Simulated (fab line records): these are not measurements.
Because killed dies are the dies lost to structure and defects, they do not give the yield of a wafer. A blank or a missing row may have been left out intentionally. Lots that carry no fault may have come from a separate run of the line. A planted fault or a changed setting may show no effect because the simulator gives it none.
Struck lot and sound lot, side by side | flow nand harc | 42 out of 1159 route steps
Sound: wafers L921.2, L921.3, L921.6. Struck: wafers L930.2, L930.5, L930.6. The cause is named last.
Each step with rows lists, per side, the tool, then ch with its chambers, then its first start. Under that, the readings that differ: sound wafers | struck wafers | difference of the means | sigmas: that difference in standard deviations of wafers without a fault.
alike: same words and numbers on both sides, and readings whose means sit less than 2 such deviations apart. not compared: any withheld reading, any reading some wafer has no value for, any bound like >300 that may hide the same value, and any number with overlapping values for which the record gives no deviation.
Wherever a step has rows on one side only, a row that says differs or no value, or a row with sigmas, the two part there. Numbers that don't overlap but have no deviation are shown without sigmas and don't part them. Lack of a reading on every wafer of one side parts them only where that side has two or more wafers.

NHARC_P_GATE_STRIP_101: strips in O2, time 20 s.
  sound on rie diel-10 ch 1,2, day 6 12:10; struck on rie diel-12 ch 1,2,3, day 8 15:16
  reading               | sound             | struck            | difference | sigmas
  oes product au (a.u.) | 1.018 1.027 1.025 | 0.979 0.989 0.968 | -0.045     | -2
  alike: drypump motor current A, mfc ar sccm, rf vpp V, showerhead plenum p Torr, throttle valve pct
  not compared: rf hours counter h
then, 11 steps without rows for these wafers: NHARC_P_GATE_PRECLEAN_97 (cleans in SPM, time 600 s); NHARC_P_GATE_SRD_98; NHARC_P_GATE_PRECLEAN_99 (cleans in SC1); NHARC_P_GATE_SRD_100; NHARC_P_GATE_DEHYDRATE_38 (time 120 s); NHARC_P_GATE_HMDS_39 (time 30 s); NHARC_P_GATE_COAT_40; NHARC_P_GATE_SOFTBAKE_41 (time 95 s); NHARC_P_GATE_EBR_42; NHARC_P_GATE_EXPOSE_43 (exposes mask P NSD, target cd 720 nm); NHARC_P_GATE_PEB_44 (peb time 85 s).
NHARC_P_GATE_DEVELOP_45: time 70 s.
  sound on litho track-05 ch 0, day 6 13:00; struck on litho track-05 ch 0, day 8 16:00
then, 1 step without rows for these wafers: NHARC_P_GATE_HARDBAKE_47 (time 80 s).
NHARC_P_GATE_DESCUM_48: chemistry O2, time 3 s.
  sound on rie diel-10 ch 0,2,3, day 6 13:14; struck on rie diel-03 ch 1,2,3, day 8 16:22
  reading                 | sound             | struck            | difference | sigmas
  model.P_GATE.cd nm (nm) | 720.9 720.4 718.8 | 120.3 118.5 125.6 | -598.6     |
  alike: drypump motor current A, mfc ar sccm, oes product au, rf vpp V, showerhead plenum p Torr, throttle valve pct
  not compared: rf hours counter h
following that, these wafers have no rows for 1 step: NHARC_P_GATE_IMPLANT_49.
NHARC_P_GATE_STRIP_111: strips in N2/H2, time 250 s.
  sound on plasma asher-02 ch 0,1, day 6 13:41; struck on plasma asher-01 ch 0,1, day 8 16:46
  alike: drypump motor current A, heater power w
  not compared: rf hours counter h
NHARC_P_GATE_STRIP_75: strips in O2.
  sound on plasma asher-02 ch 0,1, day 6 13:57; struck on plasma asher-01 ch 0,1, day 8 17:01
  alike: drypump motor current A, heater power w
  not compared: rf hours counter h
then, 12 steps without rows for these wafers: NHARC_P_GATE_STRIP_50 (strips in SPM, time 900 s); NHARC_P_GATE_DEHYDRATE_51 (time 120 s); NHARC_P_GATE_HMDS_52 (time 30 s); NHARC_P_GATE_COAT_53; NHARC_P_GATE_SOFTBAKE_54 (time 95 s); NHARC_P_GATE_EBR_55; NHARC_P_GATE_EXPOSE_56 (exposes mask P PSD, target cd 720 nm); NHARC_P_GATE_PEB_57 (peb time 85 s); NHARC_P_GATE_DEVELOP_58 (time 70 s); NHARC_P_GATE_HARDBAKE_60 (time 80 s); NHARC_P_GATE_DESCUM_61 (chemistry O2, time 3 s); NHARC_P_GATE_IMPLANT_62.
NHARC_P_GATE_STRIP_112: strips in N2/H2, time 200 s.
  sound on plasma asher-01 ch 0,1, day 6 15:17; struck on plasma asher-01 ch 0,1, day 8 18:31
  alike: drypump motor current A, heater power w
  not compared: rf hours counter h
NHARC_P_GATE_STRIP_76: strips in O2.
  sound on plasma asher-01 ch 0,1, day 6 15:32; struck on plasma asher-01 ch 0,1, day 8 18:44
  alike: drypump motor current A, heater power w
  not compared: rf hours counter h
then, 8 steps without rows for these wafers: NHARC_P_GATE_STRIP_63 (strips in SPM, time 900 s); NHARC_P_GATE_DEHYDRATE_83 (time 120 s); NHARC_P_GATE_HMDS_84 (time 30 s); NHARC_P_GATE_COAT_85; NHARC_P_GATE_SOFTBAKE_86 (time 95 s); NHARC_P_GATE_EBR_87; NHARC_P_GATE_EXPOSE_88 (exposes mask P HVN, target cd 2000 nm); NHARC_P_GATE_PEB_89 (peb time 85 s).
NHARC_P_GATE_DESCUM_93: chemistry O2, time 3 s.
  sound on rie diel-12 ch 0,3, day 6 16:31; struck on rie diel-10 ch 0,2,3, day 8 19:42
  reading                 | sound          | struck            | difference | sigmas
  model.P_GATE.cd nm (nm) | 1997 2002 2000 | 120.3 118.5 125.6 | -1878.2    |
  alike: drypump motor current A, mfc ar sccm, oes product au, rf vpp V, showerhead plenum p Torr, throttle valve pct
  not compared: rf hours counter h
-- the record jumps here: 14 days lie between the struck wafers' starts before and after (it left off in module P_GATE and takes up again in module END, whose first step shown is number 1159 of the route) --
NHARC_END_SORT_01:
  here the record holds rows for the struck wafers (prober-01 ch 0, day 22 13:07) but none for the sound ones

## WHERE THEY PART
At NHARC_P_GATE_STRIP_101 first; at NHARC_END_SORT_01 last (within this record only).

WHY: whatever the simulator had introduced
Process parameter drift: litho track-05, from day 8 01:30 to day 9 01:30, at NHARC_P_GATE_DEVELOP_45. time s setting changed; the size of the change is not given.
